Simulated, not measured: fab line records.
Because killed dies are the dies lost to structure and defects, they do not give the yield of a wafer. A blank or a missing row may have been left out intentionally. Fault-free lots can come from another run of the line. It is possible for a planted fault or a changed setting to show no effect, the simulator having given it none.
A lot that was struck, set against a sound lot + flow nandHarc + 28 out of 1302 route steps
Sound: these wafers, L234.1, L234.4, L234.6. The struck wafers were L239.3, L239.5, L239.6. The cause is given at the end.
At each step with rows: each side's tool, then ch and its chambers, then its first start. Under that, the readings that differ: sound wafers + struck wafers + difference of the means + sigmas: that difference in standard deviations of wafers without a fault.
alike: readings whose means differ by less than 2 such deviations, and words and numbers that are the same on both sides. not compared: withheld readings, readings that some wafer has no value for, bounds like >300 that may hide the same value, and numbers for which the record gives no deviation and whose values overlap.
A row with sigmas, a row that says differs or no value, or rows on one side alone: a step with any of these is where the two part. When numbers do not overlap yet have no deviation, they are printed without sigmas and do not part them. A reading that every wafer of one side lacks parts them only if that side has two wafers or more.

first, 4 steps without rows for these wafers: NHARC_P_GATE_EBR_07; NHARC_P_GATE_EXPOSE_08 (exposes mask P HV); NHARC_P_GATE_PEB_09 (peb time 85 s); NHARC_P_GATE_DEVELOP_10 (time 70 s).
NHARC_P_GATE_CD_MEAS_11: target cd 1640 nm.
  sound on cdSem-02 ch 0, day 4 19:34; struck on cdSem-03 ch 0, day 6 14:02
  alike: cdNm
then, 1 step without rows for these wafers: NHARC_P_GATE_HARDBAKE_12 (time 80 s).
NHARC_P_GATE_DESCUM_13: chemistry O2, time 3 s.
  sound on rieDiel-02 ch 2,3, day 4 19:44; struck on rieDiel-02 ch 1,2,3, day 6 14:14
  alike: chamberPressureMTorr, drypumpMotorCurrentA, oesProductAu, rfVppV, showerheadPlenumPTorr, throttleValvePct
  not compared: rfHoursCounterH
then, 5 steps without rows for these wafers: NHARC_P_GATE_ETCH_14 (etches SiO2 in dHF, target depth 48.8 nm); NHARC_P_GATE_STRIP_15 (strips in SPM, time 780 s); NHARC_P_GATE_PRECLEAN_71 (cleans in SC1); NHARC_P_GATE_SRD_72; NHARC_P_GATE_OXIDE_16 (material SiO2, target thk 3 nm, ox time 392 s).
NHARC_P_GATE_CVD_17: deposits poly-Si, target thk 150 nm, time 900 s.
  sound on lpcvdPoly-01 ch 0, day 5 05:56; struck on lpcvdPoly-01 ch 0, day 7 04:14
  alike: spikeTcLowerC
NHARC_P_GATE_HM_DEP_102: deposits aC, target thk 120 nm.
  sound on aclDep-03 ch 0, day 5 09:46; struck on aclDep-02 ch 0, day 7 10:16
  alike: throttleValvePct
NHARC_P_GATE_DEP_103: deposits SiON, target thk 30 nm.
  sound on pecvd-01 ch 1,2, day 5 10:29; struck on pecvd-04 ch 1,2, day 7 10:46
  alike: heaterPowerW
then, 8 steps without rows for these wafers: NHARC_P_GATE_DEHYDRATE_18 (time 120 s); NHARC_P_GATE_HMDS_19 (time 30 s); NHARC_P_GATE_COAT_20 (resist thk 90 nm); NHARC_P_GATE_SOFTBAKE_21 (time 55 s); NHARC_P_GATE_EBR_22; NHARC_P_GATE_EXPOSE_23 (exposes mask P GATE, target cd 120 nm); NHARC_P_GATE_PEB_24 (peb time 65 s); NHARC_P_GATE_DEVELOP_25 (develop time 35 s).
NHARC_P_GATE_CD_MEAS_26: target cd 120 nm.
  sound on cdSem-03 ch 0, day 5 11:07; struck on cdSem-03 ch 0, day 7 11:23
  alike: cdNm
NHARC_P_GATE_OVL_MEAS_27:
  sound on overlay-01, day 5 11:13; struck on overlay-01, day 7 11:29
  alike: overlayXNm, overlayYNm
NHARC_P_GATE_INSPECT_28:
  sound on defectInspect-02, day 5 11:15; struck on defectInspect-01, day 7 11:31
| reading        | sound | struck   | difference | sigmas |
|----------------|-------|----------|------------|--------|
| rawDefectCount | 6 2 4 | 19 20 22 | +16        | +6     |
NHARC_P_GATE_DESCUM_31: chemistry O2, time 3 s.
  sound on rieDiel-06 ch 0,2,3, day 5 11:19; struck on rieDiel-06 ch 0,1, day 7 11:34
  alike: chamberPressureMTorr, drypumpMotorCurrentA, oesProductAu, rfVppV, showerheadPlenumPTorr, throttleValvePct
  not compared: rfHoursCounterH
-- record jumps: 20 days between struck wafers' starts before vs after; left off in module P_GATE, resumes in module END, first step shown is number 1302 of the route --
NHARC_END_SORT_01:
  sound on prober-02 ch 0, day 24 22:31; struck on prober-02 ch 0, day 27 09:12
| reading           | sound | struck   | difference | sigmas |
|-------------------|-------|----------|------------|--------|
| killedAtPeriphery | 7 3 3 | 15 12 11 | +8         | +3     |
  alike: killedAtArray, killedAtOther, killedDies, killedOpen, killedShort

WHERE THEY PART
First at NHARC_P_GATE_INSPECT_28; last, within this record, at NHARC_END_SORT_01.

WHY: whatever the simulator had introduced
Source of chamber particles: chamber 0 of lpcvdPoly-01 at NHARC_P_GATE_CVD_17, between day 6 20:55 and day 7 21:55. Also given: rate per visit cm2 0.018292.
